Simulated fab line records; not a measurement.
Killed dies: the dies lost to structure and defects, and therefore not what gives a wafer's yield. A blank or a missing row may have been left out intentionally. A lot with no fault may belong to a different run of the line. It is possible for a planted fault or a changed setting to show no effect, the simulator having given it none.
Matching of chambers + flow nand_harc + NHARC_A_M0_CMP_23 on cmp-01: 4 sister chambers
The step polishes, t overpolish 20 s, target thk 113.75 nm. 4 wafers are shown with their chamber, then 12 later ones without.

WAFERS PAIRED WITH THEIR CHAMBERS
| wafer  | chamber | motor_current_A (A) |
|--------|---------|---------------------|
| L088.4 | 0       | 10.7                |
| L090.4 | 1       | 13.8                |
| L091.4 | 2       | 10.6                |
| L091.5 | 3       | 12.9                |

WAFERS MISSING THEIR CHAMBER
| wafer  | motor_current_A (A) |
|--------|---------------------|
| L095.2 | 13.4                |
| L095.3 | 10.8                |
| L095.5 | 10.7                |
| L094.1 | 11.1                |
| L094.3 | 14.0                |
| L094.4 | 13.3                |
| L096.1 | 10.6                |
| L096.2 | 13.9                |
| L096.4 | 12.8                |
| L096.3 | 10.2                |
| L096.5 | 10.1                |
| L096.6 | 12.7                |

CHAMBER TAKEN BY EACH
| wafer  | from the rows above     | in truth |
|--------|-------------------------|----------|
| L095.2 | can't be placed: 1 or 3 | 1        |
| L095.3 | can't be placed: 0 or 2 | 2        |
| L095.5 | can't be placed: 0 or 2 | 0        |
| L094.1 | can't be placed: 0 or 2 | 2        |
| L094.3 | 1                       | 1        |
| L094.4 | can't be placed: 3 or 1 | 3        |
| L096.1 | can't be placed: 2 or 0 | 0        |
| L096.2 | 1                       | 1        |
| L096.4 | 3                       | 3        |
| L096.3 | can't be placed: 2 or 0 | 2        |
| L096.5 | can't be placed: 2 or 0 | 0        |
| L096.6 | 3                       | 3        |
4 of 12 placed correctly. Cannot be placed on the basis of these rows: 8; the candidates contain the true chamber in 8. Number placed wrongly: 0.
How it was worked out, from the rows above alone: a wafer's distance from a chamber is the root of the sum, over the readings, of the square of ((its reading less the chamber's mean) divided by the reading's scatter). The wafer belongs to the nearest chamber; if the next one is less than 2 further off, it can't be placed. Each chamber's mean is taken over the wafers shown for it. The scatter (one wafer shown for each chamber): square how far every hidden wafer sits from the nearest shown wafer, average those squares and take the square root.
